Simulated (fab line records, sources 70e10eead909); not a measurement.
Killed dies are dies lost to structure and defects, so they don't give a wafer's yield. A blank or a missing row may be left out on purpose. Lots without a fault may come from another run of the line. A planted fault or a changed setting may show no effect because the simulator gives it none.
A struck lot beside a sound one | flow nand_harc | 15 steps out of a route of 1159
Sound: wafers L254.2, L254.5, L254.6. Struck: wafer L261.4. (L261.1, L261.2 of the same lot were not struck and are left out.) The cause comes at the end.
At each step with rows: each side's tool, then ch and its chambers, then its first start. Under that, the readings that differ: sound wafers | struck wafers | difference of the means | sigmas: that difference in standard deviations of wafers without a fault.
alike: readings whose means differ by less than 2 such deviations, and words and numbers that are the same on both sides. not compared: withheld readings, readings that some wafer has no value for, bounds like >300 that may hide the same value, and numbers for which the record gives no deviation and whose values overlap.
The two part at a step that has a row with sigmas, a row that says differs or no value, or rows on one side only. Numbers that don't overlap but have no deviation are shown without sigmas and don't part them. A reading that every wafer of one side lacks parts them only if that side has two wafers or more.

first, 8 steps without rows for these wafers: NHARC_P_CONTACT_COAT_33 (time 75 s); NHARC_P_CONTACT_COAT_34 (time 65 s); NHARC_P_CONTACT_COAT_06 (resist thk 90 nm); NHARC_P_CONTACT_SOFTBAKE_07 (time 55 s); NHARC_P_CONTACT_EBR_08; NHARC_P_CONTACT_EXPOSE_09 (exposes mask P CA, target cd 90 nm); NHARC_P_CONTACT_PEB_10 (peb time 65 s); NHARC_P_CONTACT_DEVELOP_11 (develop time 35 s).
NHARC_P_CONTACT_CD_MEAS_12: target cd 90 nm.
  sound on cd_sem-02 ch 0, day 5 22:46; struck on cd_sem-01 ch 0, day 7 20:59
  alike: cd_nm
NHARC_P_CONTACT_OVL_MEAS_13:
  sound on overlay-01, day 5 22:52; struck on overlay-01, day 7 21:05
  reading           | sound          | struck | difference | sigmas
  overlay_x_nm (nm) | -0.7 -1.2 -1.1 | 2.6    | +3.6       | +4
  alike: overlay_y_nm
NHARC_P_CONTACT_INSPECT_14:
  sound on defect_inspect-02, day 5 22:54; struck on defect_inspect-02, day 7 21:07
  alike: raw_defect_count
NHARC_P_CONTACT_DESCUM_17: chemistry O2, time 3 s.
  sound on rie_diel-09 ch 0,1,3, day 5 22:59; struck on rie_diel-08 ch 0, day 7 21:11
  reading      | sound          | struck | difference | sigmas
  rf_vpp_V (V) | 55.8 57.8 58.0 | 60.0   | +2.8       | +3
  alike: drypump_motor_current_A, oes_product_au, showerhead_plenum_p_Torr, throttle_valve_pct
  not compared: rf_hours_counter_h
NHARC_P_CONTACT_ETCH_35: etches the open film in CF4, target depth 39 nm, time 65 s.
  sound on rie_diel-09 ch 1,2,3, day 5 23:04; struck on rie_diel-08 ch 3, day 7 21:16
  reading               | sound             | struck | difference | sigmas
  oes_product_au (a.u.) | 1.000 0.996 0.987 | 0.815  | -0.179     | -24
  alike: drypump_motor_current_A, rf_vpp_V, showerhead_plenum_p_Torr, throttle_valve_pct
  not compared: rf_hours_counter_h
NHARC_P_CONTACT_ETCH_36: etches the open film in N2/H2, target depth 260 nm, time 406.25 s.
  sound on rie_diel-09 ch 1,2; struck on rie_diel-08 ch 3
  alike: drypump_motor_current_A, n2_flow_sccm, oes_product_au, rf_vpp_V, showerhead_plenum_p_Torr, throttle_valve_pct
  not compared: rf_hours_counter_h
-- the record jumps here: 16 days lie between the struck wafers' starts before and after (it left off in module P_CONTACT and takes up again in module END, whose first step shown is number 1159 of the route) --
NHARC_END_SORT_01:
  the record has rows for the struck wafers here (prober-01 ch 0, day 24 07:11) and none for the sound ones

WHERE THEY PART
First at NHARC_P_CONTACT_OVL_MEAS_13; last, within this record, at NHARC_END_SORT_01.

WHY: what the simulator had put in
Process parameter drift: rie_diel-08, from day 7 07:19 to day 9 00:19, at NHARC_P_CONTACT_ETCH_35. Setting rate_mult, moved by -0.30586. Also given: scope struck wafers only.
